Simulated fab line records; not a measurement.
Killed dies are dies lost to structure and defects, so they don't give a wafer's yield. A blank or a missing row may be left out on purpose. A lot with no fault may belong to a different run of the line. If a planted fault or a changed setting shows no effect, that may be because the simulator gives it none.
Matching of chambers / flow nandHarc / aldHk-03 running NHARC_A_CHANNEL_FILL_D2_ALD_02: 4 sister chambers
The step deposits SiO2, target thk 6 nm, pulse time 10 s, ald cycles 60. 16 wafers are shown with their chamber, then 8 later ones without.

## EACH WAFER AND ITS CHAMBER
wafer=L136.4; chamber=3; heaterPowerW (W)=467; precursorPulseHeightRel=1.017
wafer=L136.5; chamber=2; heaterPowerW (W)=492; precursorPulseHeightRel=1.028
wafer=L136.6; chamber=3; heaterPowerW (W)=492; precursorPulseHeightRel=1.000
wafer=L138.1; chamber=1; heaterPowerW (W)=501; precursorPulseHeightRel=1.012
wafer=L138.3; chamber=0; heaterPowerW (W)=421; precursorPulseHeightRel=1.007
wafer=L138.4; chamber=3; heaterPowerW (W)=477; precursorPulseHeightRel=0.987
wafer=L145.3; chamber=2; heaterPowerW (W)=505; precursorPulseHeightRel=0.980
wafer=L145.4; chamber=1; heaterPowerW (W)=510; precursorPulseHeightRel=0.968
wafer=L145.6; chamber=0; heaterPowerW (W)=433; precursorPulseHeightRel=1.024
wafer=L146.3; chamber=0; heaterPowerW (W)=428; precursorPulseHeightRel=1.012
wafer=L146.4; chamber=1; heaterPowerW (W)=521; precursorPulseHeightRel=1.028
wafer=L146.6; chamber=1; heaterPowerW (W)=515; precursorPulseHeightRel=0.992
wafer=L149.2; chamber=0; heaterPowerW (W)=423; precursorPulseHeightRel=0.970
wafer=L149.3; chamber=3; heaterPowerW (W)=463; precursorPulseHeightRel=1.001
wafer=L149.5; chamber=2; heaterPowerW (W)=515; precursorPulseHeightRel=1.010
wafer=L153.1; chamber=2; heaterPowerW (W)=508; precursorPulseHeightRel=1.010

SIGNATURES (means of the wafers above)
reading=heaterPowerW; chamber 0=426.25; chamber 1=511.75; chamber 2=505.00; chamber 3=474.75; scatter within a chamber=9.49
reading=precursorPulseHeightRel; chamber 0=1.00325; chamber 1=1.00000; chamber 2=1.00700; chamber 3=1.00125; scatter within a chamber=0.021
Rule: for a wafer and a chamber, the distance is found by dividing, reading by reading, the gap between the wafer's reading and the chamber's mean by the reading's scatter, squaring, summing and taking the root. The wafer belongs to the nearest chamber; if the next one is less than 2 further off, it can't be placed. The scatter: the root of (the sum of the squares of (reading less its chamber's mean) over the shown wafers, divided by (wafers less chambers)).

## WAFERS WITHOUT THEIR CHAMBER
wafer=L153.2; heaterPowerW (W)=432; precursorPulseHeightRel=0.991
wafer=L153.4; heaterPowerW (W)=452; precursorPulseHeightRel=0.998
wafer=L154.2; heaterPowerW (W)=451; precursorPulseHeightRel=1.001
wafer=L154.5; heaterPowerW (W)=441; precursorPulseHeightRel=1.002
wafer=L154.6; heaterPowerW (W)=459; precursorPulseHeightRel=1.005
wafer=L156.1; heaterPowerW (W)=429; precursorPulseHeightRel=0.996
wafer=L156.2; heaterPowerW (W)=530; precursorPulseHeightRel=1.027
wafer=L156.5; heaterPowerW (W)=508; precursorPulseHeightRel=1.002

## CHAMBER TAKEN BY EACH
wafer=L153.2; from the rows above=0; in truth=0
wafer=L153.4; from the rows above=can't be placed: 3 or 0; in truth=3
wafer=L154.2; from the rows above=can't be placed: 3 or 0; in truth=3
wafer=L154.5; from the rows above=0; in truth=0
wafer=L154.6; from the rows above=can't be placed: 3 or 0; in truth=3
wafer=L156.1; from the rows above=0; in truth=0
wafer=L156.2; from the rows above=can't be placed: 1 or 2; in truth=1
wafer=L156.5; from the rows above=can't be placed: 2 or 1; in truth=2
3 of 8 placed correctly. From these rows, 5 cannot be placed; in 5 the true chamber is one of the candidates. Number placed wrongly: 0.
